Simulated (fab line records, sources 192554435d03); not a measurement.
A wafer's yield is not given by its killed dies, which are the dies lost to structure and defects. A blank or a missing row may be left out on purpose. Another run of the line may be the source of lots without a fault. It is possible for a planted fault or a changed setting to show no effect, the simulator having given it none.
fab line records ; flow n5-finfet
record: lots: 7; wafers: 21
route steps=1938 shown BEOL_M6@1233 BEOL_M7@1273 BEOL_M8@1342 BEOL_M9@1431
start-h: hours from the record's first day to the start of the lot's first wafer shown ; wait-h: hours elapsed since this lot's preceding step ; " identical to the entry in the row above ; L1.1+2: one row covering several wafers at once ; - no value, or no start given ; * or withheld: withheld ; < > ~ a bound
route shown NAME@n: names a module that has steps shown in the file, with the first one's number in the route ; usual: average and standard deviation across the fault-free wafers ; same: alike in all rows ; chamber/n: place in a boat ; sites: the reading at each site ; _std_site: their standard deviation ; _edge_site: inner sites' mean taken away from outer sites' mean ; radius-mm: how far each site lies from the wafer's centre ; mask NAME#n: copy n ; behind: the most recent tool/chamber to have shaped the wafer ; hold: the reason the lot was held/the length of the hold in hours/how it ended ; device: which transistor (n, p or np) failed to switch ; end of line: at the end of the route, the tests of the same wafers ; a step given without rows: its recipe and nothing more ; killed: the dies lost at the first sort to structure and to defects; this is not the yield of the wafer ; map: the dies of a wafer, with x for killed, . for not killed, _ for no die there
set.NAME: the run value of the setting; set.NAME@STEP: its run value at that earlier step ; model.NAME: the simulator's own value behind a step, which no gauge read
lots where settings were altered on purpose, with a table for each step and a row for each wafer
== steps ==
step: N5_BEOL_M6_ETCH_66
recipe: chemistry: N2/H2; target: SOC; target-depth-a: 800; overetch-a: 160; mask-material: SiARC; temp-c: 40; time-s: 120; ion-energy-ev: 200; pressure-mtorr: 30; source-w: 840; bias-w: 150; n2-flow-sccm: 200; h2-flow-sccm: 200
usual: rf-vpp-V: 524.1/2.5
lot.wafer;tool;chamber;start-h;wait-h;set.bias-w;rf-vpp-V;model.SiARC_of_BEOL_M6_COAT_64.thk-nm
L074.1;rie-diel-04;0;181.62;0.0;132.9;487.1;7
L074.4;rie-diel-04;1;181.62;0.0;132.9;485.6;7.4
L074.6;rie-diel-04;3;181.62;0.0;150;524.7;6.4
L075.1;rie-diel-01;1;193.55;0.0;150;520.2;6.4
L075.3;rie-diel-01;0;193.55;0.0;150;524.8;6.2
L075.6;rie-diel-01;1;193.55;0.0;150;520.9;6.4
L077.4;rie-diel-02;0;203.92;0.0;150;524.5;6.6
L077.5;rie-diel-02;0;203.92;0.0;150;524.7;6.6
L077.6;rie-diel-02;1;203.92;0.0;123.9;462.0;7.6
L079.3;rie-diel-01;3;213.13;0.0;150;527.3;6.2
L079.4;rie-diel-01;0;213.13;0.0;150;525.2;6.2
L079.5;rie-diel-01;0;213.13;0.0;150;526.0;6.2
L084.1;rie-diel-04;2;234.20;0.0;150;525.2;6.4
L084.4;rie-diel-04;0;234.20;0.0;150;524.9;6.2
L084.6;rie-diel-04;3;234.20;0.0;150;525.5;6.4
L089.3;rie-diel-04;0;280.54;0.0;150;524.6;6.2
L089.4;rie-diel-04;2;280.54;0.0;164.5;556.1;5.8
L089.5;rie-diel-04;3;280.54;0.0;150;523.5;6.4
L091.1;rie-diel-04;3;290.08;0.0;150;523.6;6.4
L091.2;rie-diel-04;1;290.08;0.0;138.3;496.6;6.8
L091.6;rie-diel-04;1;290.08;0.0;138.3;495.2;7
step: N5_BEOL_M7_EXPOSE_08
recipe: mask-id: M7; na: 1.35; source-shape: dipole; sigma-inner: 0.817; sigma-outer: 0.97; polarization: te; dose-mj: 68.25
lot.wafer;tool;chamber;start-h;wait-h;mask;set.dose-mj
L074.1+6;arfi-scanner-02;0;185.94;-;M7#0;66.28
L074.4;arfi-scanner-02;0;185.94;-;M7#0;68.25
L075.1+3+6;arfi-scanner-03;0;201.07;-;M7#0;68.25
L077.4+6;arfi-scanner-01;0;210.38;-;M7#0;68.25
L077.5;arfi-scanner-01;0;210.38;-;M7#0;70.91
L079.3+4+5;arfi-scanner-02;0;219.32;-;M7#0;68.25
L084.1+6;arfi-scanner-03;0;240.03;-;M7#0;71.07
L084.4;arfi-scanner-03;0;240.03;-;M7#0;68.25
L089.3+4+5;arfi-scanner-02;0;287.96;-;M7#0;68.25
L091.1;arfi-scanner-01;0;295.10;-;M7#0;63.41
L091.2+6;arfi-scanner-01;0;295.10;-;M7#0;68.25
step: N5_BEOL_M7_PEB_09
recipe: peb-temp-c: withheld; peb-time-s: 60; resist: CAR-ArF
step: N5_BEOL_M7_DEVELOP_10
recipe: develop-time-s: 30; developer: TMAH; resist: CAR-ArF; rinse-liquid: diw; dry: air-spin; dev-temp-c: 23
step: N5_BEOL_M7_CD_MEAS_11
recipe: target-cd-nm: 38.5; landing-energy-ev: 500; detector: se-inlens; polarity: opening
usual: cd-nm: 38.5/0.44
lot.wafer;tool;chamber;start-h;wait-h;set.dose-mj@BEOL_M7_EXPOSE_08;cd-nm
L074.1;cd-sem-01;0;186.07;-;66.28;37.0
L074.4;cd-sem-01;0;186.07;-;68.25;39.2
L074.6;cd-sem-01;0;186.07;-;66.28;36.9
L075.1;cd-sem-02;0;201.20;-;68.25;38.6
L075.3;cd-sem-02;0;201.20;-;68.25;38.7
L075.6;cd-sem-02;0;201.20;-;68.25;38.8
L077.4;cd-sem-01;0;210.49;-;68.25;38.5
L077.5;cd-sem-01;0;210.49;-;70.91;40.3
L077.6;cd-sem-01;0;210.49;-;68.25;38.1
L079.3;cd-sem-01;0;219.44;-;68.25;37.4
L079.4;cd-sem-01;0;219.44;-;68.25;37.7
L079.5;cd-sem-01;0;219.44;-;68.25;37.9
L084.1;cd-sem-03;0;240.16;-;71.07;40.5
L084.4;cd-sem-03;0;240.16;-;68.25;39.0
L084.6;cd-sem-03;0;240.16;-;71.07;40.3
L089.3;cd-sem-02;0;288.08;-;68.25;39.1
L089.4;cd-sem-02;0;288.08;-;68.25;38.8
L089.5;cd-sem-02;0;288.08;-;68.25;39.5
L091.1;cd-sem-02;0;295.22;-;63.41;35.0
L091.2;cd-sem-02;0;295.22;-;68.25;38.9
L091.6;cd-sem-02;0;295.22;-;68.25;38.7
step: N5_BEOL_M7_ETCH_61
recipe: chemistry: CF4; target: SiARC; target-depth-a: 455; mask-material: CAR-ArF; time-s: 75.8; ion-energy-ev: 80; pressure-mtorr: 40; source-w: 545; bias-w: 36; Ar_flow_sccm: 100; cf4-flow-sccm: 100; ends: cleared
lot.wafer;tool;chamber;start-h;wait-h;set.source-w;set.dose-mj@BEOL_M7_EXPOSE_08;model.BEOL_M7.cd-offset-nm
L074.1;rie-diel-03;3;186.27;0.0;506.8;66.28;-1.4
L074.4;rie-diel-03;1;186.27;0.0;506.8;68.25;0.4
L074.6;rie-diel-03;3;186.27;0.0;506.8;66.28;-1.8
L075.1+3;rie-diel-03;1,3;201.41;0.0;545;68.25;0.2
L075.6;rie-diel-03;1;201.41;0.0;545;68.25;0
L077.4+6;rie-diel-05;1,2;210.61;0.0;545;68.25;-0.2
L077.5;rie-diel-05;1;210.61;0.0;545;70.91;1.8
L079.3+4;rie-diel-05;0;220.22;0.0;545;68.25;-0.8
L079.5;rie-diel-05;3;220.22;0.0;545;68.25;-0.6
L084.1;rie-diel-05;0;240.29;0.0;471.1;71.07;2.2
L084.4;rie-diel-05;1;240.29;0.0;471.1;68.25;0.2
L084.6;rie-diel-05;3;240.29;0.0;545;71.07;2.2
L089.3+4;rie-diel-03;3,1;288.20;0.0;545;68.25;0.4
L089.5;rie-diel-03;2;288.20;0.0;545;68.25;0.8
L091.1;rie-diel-06;0;295.35;0.0;545;63.41;-3.6
L091.2+6;rie-diel-06;2,3;295.35;0.0;545;68.25;0
step: N5_BEOL_M7_ETCH_62
recipe: chemistry: N2/H2; target: SOC; target-depth-a: 1100; overetch-a: 220; mask-material: SiARC; temp-c: 40; time-s: 165; ion-energy-ev: 200; pressure-mtorr: 30; source-w: 840; bias-w: 150; n2-flow-sccm: 200; h2-flow-sccm: 200
lot.wafer;tool;chamber;start-h;wait-h;set.dose-mj@BEOL_M7_EXPOSE_08;model.BEOL_M7.cd-offset-nm
L074.1;rie-diel-03;3;186.33;0.0;66.28;-1.4
L074.4;rie-diel-03;1;186.33;0.0;68.25;0.8
L074.6;rie-diel-03;3;186.33;0.0;66.28;-1.6
L075.1+6;rie-diel-03;1;201.46;0.0;68.25;0
L075.3;rie-diel-03;3;201.46;0.0;68.25;0.4
L077.4;rie-diel-05;1;210.67;0.0;68.25;-0.2
L077.5;rie-diel-05;1;210.67;0.0;70.91;2
L077.6;rie-diel-05;2;210.67;0.0;68.25;-0.4
L079.3+4+5;rie-diel-05;0,0,3;220.27;0.0;68.25;-0.8
L084.1;rie-diel-05;0;240.34;0.0;71.07;2.2
L084.4;rie-diel-05;1;240.34;0.0;68.25;0.2
L084.6;rie-diel-05;3;240.34;0.0;71.07;2.4
L089.3;rie-diel-03;3;288.26;0.0;68.25;0.4
L089.4;rie-diel-03;1;288.26;0.0;68.25;0.2
L089.5;rie-diel-03;2;288.26;0.0;68.25;1
L091.1;rie-diel-06;0;295.40;0.0;63.41;-3.6
L091.2;rie-diel-06;2;295.40;0.0;68.25;-0.2
L091.6;rie-diel-06;3;295.40;0.0;68.25;0.2
step: N5_BEOL_M7_STRIP_68
recipe: chemistry: N2/H2; temp-c: 40; n2-flow-sccm: 200; h2-flow-sccm: 200; rf-frequency-hz: 6e+07
step: N5_BEOL_M7_STRIP_67
recipe: chemistry: CF4; resist: SiARC; power-w: 300; bias-power-w: 75; pressure-mtorr: 50; cf4-flow-sccm: 150; rf-frequency-hz: 6e+07
step: N5_BEOL_M7_HM_OPEN_17
recipe: chemistry: Cl2/BCl3; target-depth-a: 200; overetch-a: 60; target: TiN; mask-material: SOC; ion-energy-ev: 150; pressure-mtorr: 10; icp-w: 1000; bias-w: 126; Cl2_flow_sccm: 53.25; bcl3-flow-sccm: 21.75; Ar_flow_sccm: 25
step: N5_BEOL_M7_STRIP_19
recipe: chemistry: O2; power-w: 400; temp-c: 40; pressure-mtorr: 30; rf-frequency-hz: 6e+07; bias-power-w: 0; overash-fraction: 0.2; o2-flow-sccm: 225
step: N5_BEOL_M7_CD_MEAS_18
recipe: pitch-nm: 80; target-cd-nm: 40
usual: cd-nm: 39.9/0.47
lot.wafer;tool;chamber;start-h;wait-h;set.dose-mj@BEOL_M7_EXPOSE_08;cd-nm
L074.1;cd-sem-02;-;186.70;0.0;66.28;38.7
L074.4;cd-sem-02;-;186.70;0.0;68.25;40.9
L074.6;cd-sem-02;-;186.70;0.0;66.28;38.5
L075.1;cd-sem-01;-;201.83;0.0;68.25;40.4
L075.3;cd-sem-01;-;201.83;0.0;68.25;40.1
L075.6;cd-sem-01;-;201.83;0.0;68.25;40.4
L077.4;cd-sem-01;-;211.04;0.1;68.25;39.8
L077.5;cd-sem-01;-;211.04;0.1;70.91;42.4
L077.6;cd-sem-01;-;211.04;0.1;68.25;39.9
L079.3;cd-sem-02;-;220.81;0.1;68.25;39.2
L079.4;cd-sem-02;-;220.81;0.1;68.25;39.2
L079.5;cd-sem-02;-;220.81;0.1;68.25;39.1
L084.1;cd-sem-01;-;240.71;0.0;71.07;42.3
L084.4;cd-sem-01;-;240.71;0.0;68.25;40.0
L084.6;cd-sem-01;-;240.71;0.0;71.07;42.2
L089.3;cd-sem-03;-;288.63;0.1;68.25;40.4
L089.4;cd-sem-03;-;288.63;0.1;68.25;40.3
L089.5;cd-sem-03;-;288.63;0.1;68.25;41.4
L091.1;cd-sem-03;-;295.77;0.0;63.41;36.1
L091.2;cd-sem-03;-;295.77;0.0;68.25;40.1
L091.6;cd-sem-03;-;295.77;0.0;68.25;40.4
step: N5_BEOL_M7_COAT_63
recipe: resist: SOC; temp-c: 250; time-s: 60; spin-rpm: 1500; resist-thk-nm: 60
step: N5_BEOL_M7_COAT_64
recipe: resist: SiARC; temp-c: 220; time-s: 60; spin-rpm: 1500; resist-thk-nm: 12
step: N5_BEOL_M7_PRECLEAN_42
recipe: chemistry: residue-remover; time-s: 60; temp-c: 40
step: N5_BEOL_M7_SRD_43
recipe: time-s: 30; temp-c: 23; rinse-liquid: diw; dry: ipa-marangoni
step: N5_BEOL_M7_CD_MEAS_35
recipe: target-cd-nm: 40; polarity: opening
usual: cd-nm: 39.9/0.48
lot.wafer;tool;chamber;start-h;wait-h;set.dose-mj@BEOL_M7_EXPOSE_08;cd-nm
L074.1;cd-sem-02;-;189.25;0.0;66.28;38.4
L074.4;cd-sem-02;-;189.25;0.0;68.25;40.8
L074.6;cd-sem-02;-;189.25;0.0;66.28;38.3
L075.1;cd-sem-01;-;203.54;0.0;68.25;39.9
L075.3;cd-sem-01;-;203.54;0.0;68.25;40.2
L075.6;cd-sem-01;-;203.54;0.0;68.25;40.0
L077.4;cd-sem-02;-;213.69;0.0;68.25;39.9
L077.5;cd-sem-02;-;213.69;0.0;70.91;42.0
L077.6;cd-sem-02;-;213.69;0.0;68.25;39.6
L079.3;cd-sem-02;-;222.16;0.0;68.25;38.9
L079.4;cd-sem-02;-;222.16;0.0;68.25;38.9
L079.5;cd-sem-02;-;222.16;0.0;68.25;39.1
L084.1;cd-sem-03;-;244.56;0.0;71.07;42.3
L084.4;cd-sem-03;-;244.56;0.0;68.25;40.4
L084.6;cd-sem-03;-;244.56;0.0;71.07;42.5
L089.3;cd-sem-02;-;290.49;0.0;68.25;40.4
L089.4;cd-sem-02;-;290.49;0.0;68.25;40.0
L089.5;cd-sem-02;-;290.49;0.0;68.25;41.2
L091.1;cd-sem-01;-;298.15;0.0;63.41;36.3
L091.2;cd-sem-01;-;298.15;0.0;68.25;40.0
L091.6;cd-sem-01;-;298.15;0.0;68.25;39.9
step: N5_BEOL_M8_EXPOSE_08
recipe: mask-id: M8; na: 1.35; source-shape: dipole; sigma-inner: 0.817; sigma-outer: 0.97; polarization: te; dose-mj: 68.25
lot.wafer;tool;chamber;start-h;wait-h;mask;set.dose-mj
L074.1+4+6;arfi-scanner-02;0;194.08;-;M8#0;68.25
L075.1+3+6;arfi-scanner-03;0;208.33;-;M8#0;68.25
L077.4;arfi-scanner-02;0;219.73;-;M8#0;66.77
L077.5+6;arfi-scanner-02;0;219.73;-;M8#0;68.25
L079.3+4+5;arfi-scanner-01;0;227.03;-;M8#0;68.25
L084.1;arfi-scanner-02;0;249.17;-;M8#0;68.25
L084.4+6;arfi-scanner-02;0;249.17;-;M8#0;70.72
L089.3;arfi-scanner-02;0;294.19;-;M8#0;68.25
L089.4+5;arfi-scanner-02;0;294.19;-;M8#0;71.12
L091.1+2+6;arfi-scanner-01;0;302.73;-;M8#0;68.25
step: N5_BEOL_M8_DEVELOP_10
recipe: develop-time-s: 30; developer: TMAH; resist: CAR-ArF; rinse-liquid: diw; dry: air-spin; dev-temp-c: 23
lot.wafer;tool;chamber;start-h;wait-h;set.develop-time-s
L074.1+4;litho-track-02;0;-;-;30
L074.6;litho-track-02;0;-;-;34.79
L075.1;litho-track-02;0;-;-;30
L075.3+6;litho-track-02;0;-;-;25.2
L077.4+5;litho-track-02;0;-;-;35.02
L077.6;litho-track-02;0;-;-;30
L079.3+4+5;litho-track-03;0;-;-;30
L084.1+6;litho-track-02;0;-;-;30
L084.4;litho-track-02;0;-;-;26.09
L089.3+4+5;litho-track-02;0;-;-;30
L091.1+6;litho-track-02;0;-;-;23.53
L091.2;litho-track-02;0;-;-;30
step: N5_BEOL_M8_CD_MEAS_11
recipe: target-cd-nm: 38.5; landing-energy-ev: 500; detector: se-inlens; polarity: opening
usual: cd-nm: 38.5/0.46
lot.wafer;tool;chamber;start-h;wait-h;set.dose-mj@BEOL_M8_EXPOSE_08;cd-nm
L074.1;cd-sem-02;0;194.21;-;68.25;38.7
L074.4;cd-sem-02;0;194.21;-;68.25;38.0
L074.6;cd-sem-02;0;194.21;-;68.25;39.0
L075.1;cd-sem-01;0;208.46;-;68.25;38.8
L075.3;cd-sem-01;0;208.46;-;68.25;39.1
L075.6;cd-sem-01;0;208.46;-;68.25;38.9
L077.4;cd-sem-03;0;219.85;-;66.77;37.7
L077.5;cd-sem-03;0;219.85;-;68.25;39.0
L077.6;cd-sem-03;0;219.85;-;68.25;38.1
L079.3;cd-sem-02;0;227.15;-;68.25;38.5
L079.4;cd-sem-02;0;227.15;-;68.25;38.5
L079.5;cd-sem-02;0;227.15;-;68.25;38.2
L084.1;cd-sem-03;0;249.30;-;68.25;38.5
L084.4;cd-sem-03;0;249.30;-;70.72;40.7
L084.6;cd-sem-03;0;249.30;-;70.72;41.0
L089.3;cd-sem-01;0;294.30;-;68.25;38.3
L089.4;cd-sem-01;0;294.30;-;71.12;41.3
L089.5;cd-sem-01;0;294.30;-;71.12;40.4
L091.1;cd-sem-03;0;302.86;-;68.25;37.8
L091.2;cd-sem-03;0;302.86;-;68.25;38.8
L091.6;cd-sem-03;0;302.86;-;68.25;37.8
step: N5_BEOL_M8_DESCUM_16
recipe: chemistry: O2; time-s: 7.9; source-power-w: 50; bias-power-w: 20; pressure-mtorr: 20; rf-frequency-hz: 2.712e+07; temp-c: 40; resist: CAR-ArF; o2-flow-sccm: 225
step: N5_BEOL_M8_ETCH_61
recipe: chemistry: CF4; target: SiARC; target-depth-a: 455; mask-material: CAR-ArF; time-s: 75.8; ion-energy-ev: 80; pressure-mtorr: 40; source-w: 545; bias-w: 36; Ar_flow_sccm: 100; cf4-flow-sccm: 100; ends: cleared
lot.wafer;tool;chamber;start-h;wait-h;set.dose-mj@BEOL_M8_EXPOSE_08;model.BEOL_M8.cd-offset-nm
L074.1+4;rie-diel-04;2,3;194.52;0.0;68.25;0
L074.6;rie-diel-04;3;194.52;0.0;68.25;0.8
L075.1;rie-diel-01;2;208.69;0.0;68.25;0
L075.3+6;rie-diel-01;1,3;208.69;0.0;68.25;0.2
L077.4;rie-diel-02;3;219.97;0.0;66.77;-0.8
L077.5;rie-diel-02;2;219.97;0.0;68.25;0.2
L077.6;rie-diel-02;3;219.97;0.0;68.25;-0.2
L079.3;rie-diel-01;1;227.27;0.0;68.25;-0.4
L079.4;rie-diel-01;3;227.27;0.0;68.25;0
L079.5;rie-diel-01;1;227.27;0.0;68.25;-0.2
L084.1;rie-diel-01;1;249.47;0.0;68.25;0.4
L084.4;rie-diel-01;2;249.47;0.0;70.72;1.8
L084.6;rie-diel-01;2;249.47;0.0;70.72;2.2
L089.3;rie-diel-04;1;294.79;0.0;68.25;0
L089.4;rie-diel-04;0;294.79;0.0;71.12;2.6
L089.5;rie-diel-04;2;294.79;0.0;71.12;2.4
L091.1;rie-diel-04;2;302.98;0.0;68.25;-0.6
L091.2;rie-diel-04;1;302.98;0.0;68.25;0
L091.6;rie-diel-04;0;302.98;0.0;68.25;-0.4
step: N5_BEOL_M8_ETCH_62
recipe: chemistry: N2/H2; target: SOC; target-depth-a: 1100; overetch-a: 220; mask-material: SiARC; temp-c: 40; time-s: 165; ion-energy-ev: 200; pressure-mtorr: 30; source-w: 840; bias-w: 150; n2-flow-sccm: 200; h2-flow-sccm: 200
lot.wafer;tool;chamber;start-h;wait-h;set.dose-mj@BEOL_M8_EXPOSE_08;model.BEOL_M8.cd-offset-nm
L074.1;rie-diel-04;2;194.57;0.0;68.25;0
L074.4;rie-diel-04;3;194.57;0.0;68.25;-0.2
L074.6;rie-diel-04;3;194.57;0.0;68.25;0.8
L075.1;rie-diel-01;2;208.75;0.0;68.25;0.2
L075.3+6;rie-diel-01;1,3;208.75;0.0;68.25;0.4
L077.4;rie-diel-02;3;220.03;0.0;66.77;-0.8
L077.5;rie-diel-02;2;220.03;0.0;68.25;0.2
L077.6;rie-diel-02;3;220.03;0.0;68.25;-0.4
L079.3;rie-diel-01;1;227.32;0.0;68.25;-0.4
L079.4+5;rie-diel-01;3,1;227.32;0.0;68.25;0
L084.1;rie-diel-01;1;249.53;0.0;68.25;0.6
L084.4;rie-diel-01;2;249.53;0.0;70.72;2
L084.6;rie-diel-01;2;249.53;0.0;70.72;2.4
L089.3;rie-diel-04;1;294.85;0.0;68.25;0
L089.4;rie-diel-04;0;294.85;0.0;71.12;2.8
L089.5;rie-diel-04;2;294.85;0.0;71.12;2.6
L091.1;rie-diel-04;2;303.04;0.0;68.25;-0.8
L091.2+6;rie-diel-04;1,0;303.04;0.0;68.25;-0.2
step: N5_BEOL_M8_STRIP_68
recipe: chemistry: N2/H2; temp-c: 40; n2-flow-sccm: 200; h2-flow-sccm: 200; rf-frequency-hz: 6e+07
step: N5_BEOL_M8_STRIP_67
recipe: chemistry: CF4; resist: SiARC; power-w: 300; bias-power-w: 75; pressure-mtorr: 50; cf4-flow-sccm: 150; rf-frequency-hz: 6e+07
step: N5_BEOL_M8_HM_OPEN_17
recipe: chemistry: Cl2/BCl3; target-depth-a: 200; overetch-a: 60; target: TiN; mask-material: SOC; ion-energy-ev: 150; pressure-mtorr: 10; icp-w: 1000; bias-w: 126; Cl2_flow_sccm: 53.25; bcl3-flow-sccm: 21.75; Ar_flow_sccm: 25
lot.wafer;tool;chamber;start-h;wait-h;set.dose-mj@BEOL_M8_EXPOSE_08;model.BEOL_M8.cd-offset-nm
L074.1;rie-metal-02;1;194.76;0.0;68.25;0
L074.4;rie-metal-02;1;194.76;0.0;68.25;-0.2
L074.6;rie-metal-02;0;194.76;0.0;68.25;0.8
L075.1;rie-metal-02;1;208.93;0.0;68.25;0.2
L075.3;rie-metal-02;0;208.93;0.0;68.25;0.4
L075.6;rie-metal-02;0;208.93;0.0;68.25;0.6
L077.4;rie-metal-02;0;220.25;0.1;66.77;-0.8
L077.5;rie-metal-02;1;220.25;0.1;68.25;0.2
L077.6;rie-metal-02;0;220.25;0.1;68.25;-0.4
L079.3;rie-metal-02;1;227.54;0.1;68.25;-0.4
L079.4+5;rie-metal-02;0;227.54;0.1;68.25;0
L084.1;rie-metal-01;0;249.71;0.0;68.25;0.6
L084.4;rie-metal-01;1;249.71;0.0;70.72;2.2
L084.6;rie-metal-01;1;249.71;0.0;70.72;2.6
L089.3;rie-metal-02;1;295.07;0.1;68.25;0
L089.4;rie-metal-02;0;295.07;0.1;71.12;2.6
L089.5;rie-metal-02;0;295.07;0.1;71.12;2.4
L091.1;rie-metal-01;0;303.23;0.0;68.25;-0.8
L091.2+6;rie-metal-01;1;303.23;0.0;68.25;-0.2
step: N5_BEOL_M8_ETCH_65
recipe: chemistry: CF4; target: SiARC; target-depth-a: 156; mask-material: CAR-EUV; time-s: 26; ion-energy-ev: 80; pressure-mtorr: 40; source-w: 545; bias-w: 36; Ar_flow_sccm: 100; cf4-flow-sccm: 100; ends: cleared
usual: etch-rf-on-time-s: 25.8/0.43; rf-vpp-V: 184.0/1.1
lot.wafer;tool;chamber;start-h;wait-h;set.source-w;etch-rf-on-time-s;rf-vpp-V
L074.1;rie-diel-02;0;195.93;0.0;610.2;24.0;175.8
L074.4;rie-diel-02;2;195.93;0.0;545;26.3;182.6
L074.6;rie-diel-02;2;195.93;0.0;545;26.4;182.7
L075.1;rie-diel-01;3;210.19;0.0;545;25.1;185.9
L075.3;rie-diel-01;0;210.19;0.0;545;25.0;185.0
L075.6;rie-diel-01;1;210.19;0.0;629.6;22.3;175.4
L077.4;rie-diel-01;2;221.03;0.0;604.4;23.6;178.0
L077.5;rie-diel-01;1;221.03;0.0;604.4;23.4;177.1
L077.6;rie-diel-01;0;221.03;0.0;545;25.3;184.7
L079.3;rie-diel-02;3;228.36;0.0;545;26.0;185.3
L079.4;rie-diel-02;0;228.36;0.0;545;26.6;183.2
L079.5;rie-diel-02;1;228.36;0.0;545;26.4;184.4
L084.1;rie-diel-02;3;253.66;0.0;545;26.2;184.3
L084.4;rie-diel-02;0;253.66;0.0;545;26.2;183.5
L084.6;rie-diel-02;0;253.66;0.0;545;26.5;183.7
L089.3;rie-diel-01;3;295.86;0.0;545;25.7;184.5
L089.4;rie-diel-01;1;295.86;0.0;545;25.7;183.0
L089.5;rie-diel-01;3;295.86;0.0;545;25.4;184.6
L091.1;rie-diel-01;0;304.58;0.0;472.4;28.4;193.3
L091.2;rie-diel-01;3;304.58;0.0;545;25.4;183.9
L091.6;rie-diel-01;0;304.58;0.0;545;25.1;185.3
step: N5_BEOL_M9_EXPOSE_25
recipe: mask-id: V8; na: 0.33; source-shape: annular; sigma-inner: 0.4; sigma-outer: 0.8; polarization: unpolarized; dose-mj: 37.25
lot.wafer;tool;chamber;start-h;wait-h;mask;set.dose-mj
L074.1+4+6;euv-scanner-02;0;203.83;-;V8#0;37.25
L075.1+3+6;euv-scanner-01;0;218.10;-;V8#0;37.25
L077.4+6;euv-scanner-01;0;226.49;-;V8#0;37.25
L077.5;euv-scanner-01;0;226.49;-;V8#0;38.1
L079.3+4+5;euv-scanner-01;0;235.35;-;V8#0;37.25
L084.1;euv-scanner-01;0;260.24;-;V8#0;37.25
L084.4+6;euv-scanner-01;0;260.24;-;V8#0;39.23
L089.3+4+5;euv-scanner-02;0;304.16;-;V8#0;37.25
L091.1+6;euv-scanner-02;0;311.28;-;V8#0;37.25
L091.2;euv-scanner-02;0;311.28;-;V8#0;34.65
step: N5_BEOL_M9_PEB_26
recipe: peb-temp-c: 100; peb-time-s: 60; resist: CAR-EUV
step: N5_BEOL_M9_DEVELOP_27
recipe: develop-time-s: 30; developer: TMAH; resist: CAR-EUV; rinse-liquid: surfactant-rinse; dry: air-spin; dev-temp-c: 23
step: N5_BEOL_M9_CD_MEAS_28
recipe: target-cd-nm: 70; landing-energy-ev: 500; detector: se-inlens; polarity: opening
usual: cd-nm: 70.06/0.26
lot.wafer;tool;chamber;start-h;wait-h;set.dose-mj@BEOL_M9_EXPOSE_25;cd-nm
L074.1;cd-sem-01;0;203.96;-;37.25;70.03
L074.4;cd-sem-01;0;203.96;-;37.25;69.72
L074.6;cd-sem-01;0;203.96;-;37.25;69.76
L075.1;cd-sem-02;0;218.23;-;37.25;69.92
L075.3;cd-sem-02;0;218.23;-;37.25;69.97
L075.6;cd-sem-02;0;218.23;-;37.25;69.58
L077.4;cd-sem-01;0;226.61;-;37.25;70.32
L077.5;cd-sem-01;0;226.61;-;38.1;70.69
L077.6;cd-sem-01;0;226.61;-;37.25;70.61
L079.3;cd-sem-02;0;235.47;-;37.25;70.04
L079.4;cd-sem-02;0;235.47;-;37.25;69.74
L079.5;cd-sem-02;0;235.47;-;37.25;70.31
L084.1;cd-sem-01;0;260.37;-;37.25;70.27
L084.4;cd-sem-01;0;260.37;-;39.23;71.36
L084.6;cd-sem-01;0;260.37;-;39.23;71.29
L089.3;cd-sem-03;0;304.28;-;37.25;70.06
L089.4;cd-sem-03;0;304.28;-;37.25;70.82
L089.5;cd-sem-03;0;304.28;-;37.25;70.56
L091.1;cd-sem-03;0;311.41;-;37.25;69.53
L091.2;cd-sem-03;0;311.41;-;34.65;68.05
L091.6;cd-sem-03;0;311.41;-;37.25;69.64
== key ==
split: step: N5_BEOL_M6_ETCH_66; setting: bias-w; stated: 150; by: wafer
response: step: N5_BEOL_M6_ETCH_66; reading: rf-vpp-V; change: +3.5; per: 1%; r: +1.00
response: step: N5_BEOL_M6_ETCH_66; reading: model.SiARC_of_BEOL_M6_COAT_64.thk-nm; change: -0.0601; per: 1%; r: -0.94
split: step: N5_BEOL_M7_EXPOSE_08; setting: dose-mj; stated: 68.25; by: wafer
response: step: N5_BEOL_M7_CD_MEAS_11; reading: cd-nm; change: +0.517; per: 1%; r: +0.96
response: step: N5_BEOL_M7_ETCH_61; reading: model.BEOL_M7.cd-offset-nm; change: +0.521; per: 1%; r: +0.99
response: step: N5_BEOL_M7_ETCH_62; reading: model.BEOL_M7.cd-offset-nm; change: +0.548; per: 1%; r: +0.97
response: step: N5_BEOL_M7_CD_MEAS_18; reading: cd-nm; change: +0.606; per: 1%; r: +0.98
response: step: N5_BEOL_M7_CD_MEAS_35; reading: cd-nm; change: +0.553; per: 1%; r: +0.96
split: step: N5_BEOL_M7_ETCH_61; setting: source-w; stated: 545; by: wafer
response none clear
split: step: N5_BEOL_M8_EXPOSE_08; setting: dose-mj; stated: 68.25; by: wafer
response: step: N5_BEOL_M8_CD_MEAS_11; reading: cd-nm; change: +0.6; per: 1%; r: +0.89
response: step: N5_BEOL_M8_ETCH_61; reading: model.BEOL_M8.cd-offset-nm; change: +0.508; per: 1%; r: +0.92
response: step: N5_BEOL_M8_ETCH_62; reading: model.BEOL_M8.cd-offset-nm; change: +0.526; per: 1%; r: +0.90
response: step: N5_BEOL_M8_HM_OPEN_17; reading: model.BEOL_M8.cd-offset-nm; change: +0.523; per: 1%; r: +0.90
split: step: N5_BEOL_M8_DEVELOP_10; setting: develop-time-s; stated: 30; by: wafer
response none clear
split: step: N5_BEOL_M8_ETCH_65; setting: source-w; stated: 545; by: wafer
response: step: N5_BEOL_M8_ETCH_65; reading: etch-rf-on-time-s; change: *; per: 1%; r: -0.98
response: step: N5_BEOL_M8_ETCH_65; reading: rf-vpp-V; change: -0.633; per: 1%; r: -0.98
split: step: N5_BEOL_M9_EXPOSE_25; setting: dose-mj; stated: 37.25; by: wafer
response: step: N5_BEOL_M9_CD_MEAS_28; reading: cd-nm; change: +0.205; per: 1%; r: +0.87
